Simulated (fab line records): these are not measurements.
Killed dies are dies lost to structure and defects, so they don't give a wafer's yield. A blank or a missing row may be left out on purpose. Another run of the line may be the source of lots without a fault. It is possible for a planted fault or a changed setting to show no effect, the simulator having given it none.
Which tool did it? | flow n5 finfet | 21 lots, 63 wafers sampled, at 5 steps of a route of 1938

WHAT THE GAUGES SHOWED, per wafer
N5_BEOL_M11_OVL_MEAS_29. Usual: for V10_OVL the level is -0.2 nm and the standard deviation is 0.71.
lot  | measured     | on         | V10_OVL (nm)   | flag
L074 | day 11 02:52 | overlay-02 | -0.1 0.5 -1.0  |
L076 | day 11 05:06 | overlay-02 | 0.3 -0.3 0.0   |
L075 | day 11 17:25 | overlay-02 | 1.1 -0.3 2.1   |
L077 | day 11 17:29 | overlay-02 | -0.5 -1.3 -1.4 |
L078 | day 11 17:30 | overlay-02 | -0.9 -1.3 -0.1 |
L079 | day 12 03:26 | overlay-02 | 0.5 0.7 1.1    |
L080 | day 12 03:36 | overlay-02 | 0.0 0.2 -0.4   |
L082 | day 12 12:19 | overlay-02 | -0.3 -0.6 -0.6 |
L084 | day 13 03:55 | overlay-02 | 0.1 0.6 0.4    |
L085 | day 13 20:42 | overlay-01 | -0.1 0.1 -0.3  |
L087 | day 14 04:23 | overlay-02 | -0.7 -0.4 0.0  |
L086 | day 14 04:26 | overlay-01 | -0.2 -1.1 -1.6 |
L089 | day 14 09:30 | overlay-02 | 0.7 -0.1 0.7   |
L088 | day 14 14:14 | overlay-01 | -1.2 -0.1 -1.6 |
L091 | day 14 16:22 | overlay-01 | -0.7 -0.8 -1.2 |
L092 | day 14 23:27 | overlay-01 | -0.2 -0.1 0.6  |
L093 | day 15 22:26 | overlay-01 | 0.4 -1.6 -1.3  |
L095 | day 15 22:37 | overlay-02 | 0.3 0.7 0.1    |
L096 | day 16 02:37 | overlay-02 | -0.6 0.9 -0.5  |
L094 | day 16 05:05 | overlay-02 | 0.7 -0.9 -1.0  |
L097 | day 16 10:55 | overlay-01 | -0.7 0.3 0.6   |

N5_BEOL_M12_INSPECT_12: inspects for defects (macro). Usual: raw defect count reads 2.1 (standard deviation 1.5).
lot  | measured     | on                | raw defect count | flag
L074 | day 11 07:25 | defect inspect-02 | 1 3 4            |
L076 | day 11 09:29 | defect inspect-01 | 3 1 2            |
L075 | day 11 20:39 | defect inspect-01 | 2 2 1            |
L077 | day 11 21:32 | defect inspect-01 | 2 1 2            |
L078 | day 11 21:58 | defect inspect-01 | 3 2 0            |
L079 | day 12 09:04 | defect inspect-02 | 0 3 2            |
L080 | day 12 09:26 | defect inspect-01 | 5 1 0            |
L082 | day 12 15:55 | defect inspect-01 | 1 4 4            |
L084 | day 13 07:38 | defect inspect-02 | 1 2 5            |
L085 | day 14 01:01 | defect inspect-01 | 2 4 2            |
L087 | day 14 08:41 | defect inspect-02 | 0 2 2            |
L086 | day 14 09:04 | defect inspect-01 | 0 3 1            |
L089 | day 14 14:39 | defect inspect-02 | 1 3 1            |
L088 | day 14 20:03 | defect inspect-01 | 4 3 0            |
L091 | day 14 20:40 | defect inspect-01 | 2 0 4            |
L092 | day 15 03:41 | defect inspect-02 | 4 5 8            |
L093 | day 16 01:49 | defect inspect-01 | 3 2 3            |
L095 | day 16 02:10 | defect inspect-01 | 2 2 2            |
L096 | day 16 07:29 | defect inspect-02 | 5 1 9            |
L094 | day 16 08:27 | defect inspect-02 | 7 1 1            |
L097 | day 16 14:38 | defect inspect-01 | 2 3 1            |

EACH LOT AND THE TOOL THAT RAN IT (in order: tool; ch and the chambers of the sampled wafers; start)
lot  | N5_BEOL_M11_ETCH_65                | N5_BEOL_M11_TRENCH_ETCH_37                    | N5_BEOL_M11_ETCH_41
L074 | rie diel-06 ch 0,3, day 11 03:07   | rie diel-06 ch 0,3, day 11 07:25 or earlier   | rie diel-06 ch 0,3, day 11 07:25 or earlier
L076 | rie diel-05 ch 0,3, day 11 05:11   | rie diel-05 ch 0,3, day 11 09:29 or earlier   | rie diel-05 ch 0,3, day 11 09:29 or earlier
L075 | rie diel-06 ch 0,1, day 11 17:31   | rie diel-06 ch 0,1, day 11 20:39 or earlier   | rie diel-06 ch 0,1, day 11 20:39 or earlier
L077 | rie diel-06 ch 0,2,3, day 11 17:58 | rie diel-06 ch 0,2,3, day 11 21:32 or earlier | rie diel-06 ch 0,2,3, day 11 21:32 or earlier
L078 | rie diel-05 ch 0,2,3, day 11 18:00 | rie diel-05 ch 0,2,3, day 11 21:58 or earlier | rie diel-05 ch 0,2,3, day 11 21:58 or earlier
L079 | rie diel-05 ch 1,3, day 12 04:15   | rie diel-05 ch 1,3, day 12 09:04 or earlier   | rie diel-05 ch 1,3, day 12 09:04 or earlier
L080 | rie diel-06 ch 0,1,3, day 12 04:58 | rie diel-06 ch 0,1,3, day 12 09:26 or earlier | rie diel-06 ch 0,1,3, day 12 09:26 or earlier
L082 | rie diel-02 ch 0,1,3, day 12 12:24 | rie diel-02 ch 0,1,3, day 12 15:55 or earlier | rie diel-02 ch 0,1,3, day 12 15:55 or earlier
L084 | rie diel-02 ch 0,3, day 13 04:01   | rie diel-02 ch 1,3, day 13 07:38 or earlier   | rie diel-02 ch 1,3, day 13 07:38 or earlier
L085 | rie diel-05 ch 1,2,3, day 13 20:47 | rie diel-05 ch 1,2,3, day 14 01:01 or earlier | rie diel-05 ch 1,2,3, day 14 01:01 or earlier
L087 | rie diel-06 ch 0,3, day 14 04:29   | rie diel-06 ch 0,3, day 14 08:41 or earlier   | rie diel-06 ch 0,3, day 14 08:41 or earlier
L086 | rie diel-06 ch 0,1,3, day 14 05:00 | rie diel-06 ch 0,1,3, day 14 09:04 or earlier | rie diel-06 ch 0,1,3, day 14 09:04 or earlier
L089 | rie diel-02 ch 2,3, day 14 09:35   | rie diel-02 ch 2,3, day 14 14:39 or earlier   | rie diel-02 ch 2,3, day 14 14:39 or earlier
L088 | rie diel-05 ch 0,2, day 14 14:40   | rie diel-05 ch 0,2, day 14 20:03 or earlier   | rie diel-05 ch 0,2, day 14 20:03 or earlier
L091 | rie diel-06 ch 1,2,3, day 14 16:28 | rie diel-06 ch 1,2,3, day 14 20:40 or earlier | rie diel-06 ch 1,2,3, day 14 20:40 or earlier
L092 | rie diel-06 ch 0,1,3, day 14 23:32 | rie diel-06 ch 0,1,3, day 15 03:41 or earlier | rie diel-06 ch 0,1,3, day 15 03:41 or earlier
L093 | rie diel-06 ch 1,2,3, day 15 22:32 | rie diel-06 ch 1,2,3, day 16 01:49 or earlier | rie diel-06 ch 1,2,3, day 16 01:49 or earlier
L095 | rie diel-02 ch 0,3, day 15 22:42   | rie diel-02 ch 0,3, day 16 02:10 or earlier   | rie diel-02 ch 0,3, day 16 02:10 or earlier
L096 | rie diel-02 ch 0,3, day 16 02:51   | rie diel-02 ch 0,3, day 16 07:29 or earlier   | rie diel-02 ch 0,3, day 16 07:29 or earlier
L094 | rie diel-05 ch 2,3, day 16 05:11   | rie diel-05 ch 2,3, day 16 08:27 or earlier   | rie diel-05 ch 2,3, day 16 08:27 or earlier
L097 | rie diel-02 ch 0,1,3, day 16 11:01 | rie diel-02 ch 0,1,3, day 16 14:38 or earlier | rie diel-02 ch 0,1,3, day 16 14:38 or earlier
- N5_BEOL_M11_ETCH_65: etches SiARC in CF4, target depth 39 nm, time 65 s.
- N5_BEOL_M11_TRENCH_ETCH_37: etches SiCOH lowk in C4F6/O2, target depth 148.83 nm, time 48 s.
- N5_BEOL_M11_ETCH_41: etches SiCN in CH3F/O2, target depth 42.6 nm, time 86 s.

WHAT THE TOOLS THEMSELVES READ (means of the sampled wafers that have a number; where no wafer has one, the mark that the record gives instead)
N5_BEOL_M11_ETCH_65. Usual: bias w is 36.00 W with standard deviation 0.11, drypump motor current A is 5.9 A with standard deviation 0.37, etch rf on time s is 64.0 s with standard deviation 2.7, oes product au is 0.68 a.u. with standard deviation 0.077, rf vpp V is 183.9 V with standard deviation 1.3, showerhead plenum p Torr is 2.13 Torr with standard deviation 0.092, and throttle valve pct is 15.58 % with standard deviation 0.28.
lot  | tool        | bias w (W) | drypump motor current A (A) | etch rf on time s (s) | oes product au (a.u.) | rf vpp V (V) | showerhead plenum p Torr (Torr) | throttle valve pct (%) | flag
L074 | rie diel-06 | 36.00      | 6.4                         | 65.1                  | 0.75                  | 183.9        | 2.13                            | 15.35                  |
L076 | rie diel-05 | 35.85      | 5.6                         | 64.1                  | 0.70                  | 184.1        | 2.14                            | 15.53                  |
L075 | rie diel-06 | 36.07      | 6.0                         | 66.8                  | 0.64                  | 183.6        | 2.07                            | 15.82                  |
L077 | rie diel-06 | 36.06      | 6.1                         | 65.0                  | 0.71                  | 184.5        | 2.16                            | 15.36                  |
L078 | rie diel-05 | 36.07      | 5.8                         | 64.6                  | 0.67                  | 183.6        | 2.10                            | 15.56                  |
L079 | rie diel-05 | 35.96      | 5.6                         | 62.8                  | 0.62                  | 183.2        | 2.10                            | 16.08                  |
L080 | rie diel-06 | 36.00      | 6.1                         | 64.9                  | 0.69                  | 184.2        | 2.09                            | 15.51                  |
L082 | rie diel-02 | 35.97      | 5.8                         | 62.6                  | 0.64                  | 183.3        | 2.08                            | 15.62                  |
L084 | rie diel-02 | 36.12      | 5.5                         | 63.0                  | 0.65                  | 184.4        | 2.11                            | 15.63                  |
L085 | rie diel-05 | 36.00      | 5.8                         | 65.1                  | 0.61                  | 183.1        | 2.07                            | 15.86                  |
L087 | rie diel-06 | 36.02      | 6.4                         | 64.4                  | 0.73                  | 183.5        | 2.10                            | 15.24                  |
L086 | rie diel-06 | 35.85      | 6.1                         | 63.9                  | 0.77                  | 184.5        | 2.17                            | 15.38                  |
L089 | rie diel-02 | 36.06      | 5.9                         | 64.2                  | 0.70                  | 184.0        | 2.19                            | 15.61                  |
L088 | rie diel-05 | 36.06      | 5.7                         | 62.1                  | 0.69                  | 182.2        | 2.05                            | 15.34                  |
L091 | rie diel-06 | 36.00      | 5.9                         | 64.7                  | 0.72                  | 184.9        | 2.20                            | 15.38                  |
L092 | rie diel-06 | 36.07      | 6.2                         | 64.4                  | 0.76                  | 185.1        | 2.17                            | 15.39                  |
L093 | rie diel-06 | 36.01      | 5.9                         | 64.3                  | 0.72                  | 183.5        | 2.20                            | 15.38                  |
L095 | rie diel-02 | 36.00      | 5.9                         | 62.8                  | 0.66                  | 183.1        | 2.09                            | 15.60                  |
L096 | rie diel-02 | 36.01      | 5.9                         | 63.2                  | 0.65                  | 183.4        | 2.09                            | 15.60                  |
L094 | rie diel-05 | 36.05      | 6.0                         | 68.0                  | 0.60                  | 183.7        | 2.13                            | 15.87                  |
L097 | rie diel-02 | 35.99      | 5.8                         | 62.1                  | 0.71                  | 183.7        | 2.15                            | 15.53                  |

N5_BEOL_M11_TRENCH_ETCH_37. Usual: bias w 185.2 W, standard deviation 0.53; drypump motor current A 5.9 A, standard deviation 0.36; oes product au 0.79 a.u., standard deviation 0.089; rf vpp V 659 V, standard deviation 17; showerhead plenum p Torr 2.82 Torr, standard deviation 0.12; throttle valve pct 20.88 %, standard deviation 0.29.
lot  | tool        | bias w (W) | drypump motor current A (A) | oes product au (a.u.) | rf vpp V (V) | showerhead plenum p Torr (Torr) | throttle valve pct (%) | flag
L074 | rie diel-06 | 185.0      | 6.3                         | 0.86                  | 649          | 2.84                            | 20.68                  |
L076 | rie diel-05 | 185.0      | 5.6                         | 0.82                  | 675          | 2.85                            | 20.87                  |
L075 | rie diel-06 | 185.2      | 6.0                         | 0.75                  | 657          | 2.75                            | 21.13                  |
L077 | rie diel-06 | 184.7      | 6.1                         | 0.82                  | 653          | 2.87                            | 20.69                  |
L078 | rie diel-05 | 185.1      | 5.8                         | 0.78                  | 671          | 2.79                            | 20.86                  |
L079 | rie diel-05 | 184.9      | 5.6                         | 0.72                  | 665          | 2.80                            | 21.49                  |
L080 | rie diel-06 | 185.3      | 6.2                         | 0.80                  | 653          | 2.78                            | 20.85                  |
L082 | rie diel-02 | 185.2      | 5.8                         | 0.75                  | 649          | 2.75                            | 20.84                  |
L084 | rie diel-02 | 185.2      | 6.1                         | 0.76                  | 661          | 2.74                            | 20.86                  |
L085 | rie diel-05 | 185.3      | 5.8                         | 0.71                  | 667          | 2.76                            | 21.19                  |
L087 | rie diel-06 | 185.7      | 6.4                         | 0.85                  | 648          | 2.80                            | 20.59                  |
L086 | rie diel-06 | 185.3      | 6.2                         | 0.89                  | 656          | 2.88                            | 20.72                  |
L089 | rie diel-02 | 184.8      | 5.9                         | 0.81                  | 671          | 2.92                            | 20.97                  |
L088 | rie diel-05 | 185.0      | 5.7                         | 0.81                  | 658          | 2.72                            | 20.63                  |
L091 | rie diel-06 | 185.2      | 5.9                         | 0.85                  | 661          | 2.92                            | 20.71                  |
L092 | rie diel-06 | 184.8      | 6.2                         | 0.87                  | 655          | 2.88                            | 20.71                  |
L093 | rie diel-06 | 185.1      | 5.9                         | 0.83                  | 660          | 2.92                            | 20.73                  |
L095 | rie diel-02 | 185.3      | 5.9                         | 0.77                  | 656          | 2.77                            | 20.89                  |
L096 | rie diel-02 | 185.1      | 5.9                         | 0.76                  | 655          | 2.77                            | 20.90                  |
L094 | rie diel-05 | 185.4      | 5.9                         | 0.72                  | 684          | 2.84                            | 21.19                  |
L097 | rie diel-02 | 185.3      | 5.8                         | 0.83                  | 652          | 2.85                            | 20.79                  |

N5_BEOL_M11_ETCH_41. Usual: bias w 74.99 W, standard deviation 0.2; drypump motor current A 5.9 A, standard deviation 0.36; oes product au 0.79 a.u., standard deviation 0.089; rf vpp V 297.0 V, standard deviation 2; showerhead plenum p Torr 1.98 Torr, standard deviation 0.089; throttle valve pct 16.27 %, standard deviation 0.28.
lot  | tool        | bias w (W) | drypump motor current A (A) | oes product au (a.u.) | rf vpp V (V) | showerhead plenum p Torr (Torr) | throttle valve pct (%) | flag
L074 | rie diel-06 | 75.08      | 6.3                         | 0.87                  | 297.4        | 1.99                            | 16.08                  |
L076 | rie diel-05 | 74.90      | 5.6                         | 0.82                  | 297.3        | 2.00                            | 16.22                  |
L075 | rie diel-06 | 75.07      | 6.0                         | 0.74                  | 295.9        | 1.93                            | 16.54                  |
L077 | rie diel-06 | 74.85      | 6.1                         | 0.83                  | 297.7        | 2.02                            | 16.08                  |
L078 | rie diel-05 | 74.84      | 5.8                         | 0.78                  | 297.6        | 1.96                            | 16.27                  |
L079 | rie diel-05 | 74.83      | 5.6                         | 0.72                  | 296.1        | 1.96                            | 16.84                  |
L080 | rie diel-06 | 75.06      | 6.2                         | 0.80                  | 295.6        | 1.95                            | 16.24                  |
L082 | rie diel-02 | 74.86      | 5.8                         | 0.74                  | 296.1        | 1.93                            | 16.26                  |
L084 | rie diel-02 | 75.26      | 6.1                         | 0.77                  | 295.1        | 1.92                            | 16.25                  |
L085 | rie diel-05 | 74.95      | 5.8                         | 0.71                  | 296.0        | 1.94                            | 16.59                  |
L087 | rie diel-06 | 75.08      | 6.4                         | 0.85                  | 296.3        | 1.97                            | 15.97                  |
L086 | rie diel-06 | 75.00      | 6.2                         | 0.89                  | 298.2        | 2.03                            | 16.09                  |
L089 | rie diel-02 | 75.10      | 5.9                         | 0.81                  | 298.8        | 2.05                            | 16.31                  |
L088 | rie diel-05 | 74.92      | 5.7                         | 0.80                  | 294.8        | 1.90                            | 16.04                  |
L091 | rie diel-06 | 75.10      | 5.9                         | 0.85                  | 298.1        | 2.06                            | 16.08                  |
L092 | rie diel-06 | 74.93      | 6.2                         | 0.89                  | 298.3        | 2.02                            | 16.10                  |
L093 | rie diel-06 | 75.08      | 5.9                         | 0.84                  | 298.4        | 2.05                            | 16.09                  |
L095 | rie diel-02 | 74.88      | 5.9                         | 0.76                  | 296.8        | 1.94                            | 16.28                  |
L096 | rie diel-02 | 74.88      | 5.9                         | 0.75                  | 297.1        | 1.94                            | 16.28                  |
L094 | rie diel-05 | 74.99      | 6.0                         | 0.72                  | 297.0        | 2.00                            | 16.58                  |
L097 | rie diel-02 | 74.91      | 5.8                         | 0.82                  | 297.4        | 2.00                            | 16.18                  |

THE ANSWER, worked out from the rows above alone
Rule: a lot is off if the mean of its wafers that have a number lies more than 3 standard deviations from the usual mean. A lot without any number at a reading at which 4 lots or more have one is off too. All remaining lots with rows at the step are treated as sound. After the gauges, taken in route order, come the tools' own readings; for these a lot's mean is taken, as printed above. At the first step where some lot is off, the reading lying furthest off is the one used; lots without a number count as furthest.
None of the lots is off at any reading shown; this tells nothing.

WHAT HAD BEEN PUT IN BY THE SIMULATOR
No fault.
